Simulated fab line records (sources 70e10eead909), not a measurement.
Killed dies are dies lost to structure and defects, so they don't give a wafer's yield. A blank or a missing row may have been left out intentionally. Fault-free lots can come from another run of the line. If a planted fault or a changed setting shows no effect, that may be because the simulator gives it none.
Matching of chambers / flow nand_harc / NHARC_A_M0_CMP_23 on cmp-02: 4 sister chambers
The step polishes, t overpolish 20 s, target thk 113.75 nm. 14 wafers are shown with their chamber, then 7 later ones without.

WAFERS, EACH WITH ITS CHAMBER
wafer=L308.1; chamber=0; motor_current_A (A)=12.7; time_to_endpoint_s (s)=25.2; retaining_ring_pressure_frac=0.995
wafer=L308.2; chamber=2; motor_current_A (A)=11.3; time_to_endpoint_s (s)=30.4; retaining_ring_pressure_frac=0.998
wafer=L308.5; chamber=3; motor_current_A (A)=14.2; time_to_endpoint_s (s)=28.3; retaining_ring_pressure_frac=0.998
wafer=L307.1; chamber=0; motor_current_A (A)=12.4; time_to_endpoint_s (s)=28.6; retaining_ring_pressure_frac=1.000
wafer=L307.5; chamber=1; motor_current_A (A)=12.8; time_to_endpoint_s (s)=27.9; retaining_ring_pressure_frac=0.998
wafer=L307.6; chamber=2; motor_current_A (A)=11.1; time_to_endpoint_s (s)=27.4; retaining_ring_pressure_frac=0.993
wafer=L311.1; chamber=3; motor_current_A (A)=14.0; time_to_endpoint_s (s)=37.5; retaining_ring_pressure_frac=1.004
wafer=L311.3; chamber=1; motor_current_A (A)=11.9; time_to_endpoint_s (s)=37.6; retaining_ring_pressure_frac=1.003
wafer=L311.5; chamber=0; motor_current_A (A)=12.6; time_to_endpoint_s (s)=24.9; retaining_ring_pressure_frac=1.003
wafer=L320.3; chamber=1; motor_current_A (A)=12.3; time_to_endpoint_s (s)=27.4; retaining_ring_pressure_frac=1.001
wafer=L320.5; chamber=3; motor_current_A (A)=14.4; time_to_endpoint_s (s)=29.4; retaining_ring_pressure_frac=1.003
wafer=L320.6; chamber=0; motor_current_A (A)=12.8; time_to_endpoint_s (s)=24.7; retaining_ring_pressure_frac=1.003
wafer=L323.1; chamber=0; motor_current_A (A)=12.6; time_to_endpoint_s (s)=28.0; retaining_ring_pressure_frac=1.003
wafer=L323.3; chamber=2; motor_current_A (A)=11.8; time_to_endpoint_s (s)=30.4; retaining_ring_pressure_frac=1.004

SIGNATURES (averages over the wafers above)
reading=motor_current_A; chamber 0=12.620; chamber 1=12.333; chamber 2=11.400; chamber 3=14.200; scatter within a chamber=0.289
reading=time_to_endpoint_s; chamber 0=26.280; chamber 1=30.967; chamber 2=29.400; chamber 3=31.733; scatter within a chamber=3.69
reading=retaining_ring_pressure_frac; chamber 0=1.00080; chamber 1=1.00067; chamber 2=0.99833; chamber 3=1.00167; scatter within a chamber=0.00378
Rule: for each reading, subtract the chamber's mean from the wafer's reading, divide by that reading's scatter and square the result; add these up over the readings and take the root, which gives the wafer's distance from the chamber. If the next closest chamber is less than 2 further off than the closest, the wafer can't be placed; otherwise it belongs to the closest. The scatter: take each reading less its chamber's mean, square it, sum over the shown wafers, divide by the number of wafers less the number of chambers, and take the root.

WAFERS WHOSE CHAMBER IS MISSING
wafer=L323.5; motor_current_A (A)=14.7; time_to_endpoint_s (s)=31.2; retaining_ring_pressure_frac=1.005
wafer=L325.2; motor_current_A (A)=14.0; time_to_endpoint_s (s)=28.5; retaining_ring_pressure_frac=0.990
wafer=L325.5; motor_current_A (A)=14.9; time_to_endpoint_s (s)=28.0; retaining_ring_pressure_frac=0.995
wafer=L325.6; motor_current_A (A)=11.5; time_to_endpoint_s (s)=27.4; retaining_ring_pressure_frac=1.002
wafer=L326.2; motor_current_A (A)=12.8; time_to_endpoint_s (s)=25.5; retaining_ring_pressure_frac=0.994
wafer=L326.4; motor_current_A (A)=11.6; time_to_endpoint_s (s)=30.2; retaining_ring_pressure_frac=0.998
wafer=L326.5; motor_current_A (A)=12.0; time_to_endpoint_s (s)=28.0; retaining_ring_pressure_frac=0.996

THE CHAMBER EACH PASSED THROUGH
wafer=L323.5; from the rows above=3; in truth=3
wafer=L325.2; from the rows above=3; in truth=3
wafer=L325.5; from the rows above=3; in truth=3
wafer=L325.6; from the rows above=can't be placed: 2 or 1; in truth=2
wafer=L326.2; from the rows above=can't be placed: 0 or 1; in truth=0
wafer=L326.4; from the rows above=can't be placed: 2 or 1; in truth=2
wafer=L326.5; from the rows above=can't be placed: 1 or 2 or 0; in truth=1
Placed correctly: 3 of 7. Not placeable from these rows: 4 (in 4, the candidates include the true chamber). 0 placed wrongly.
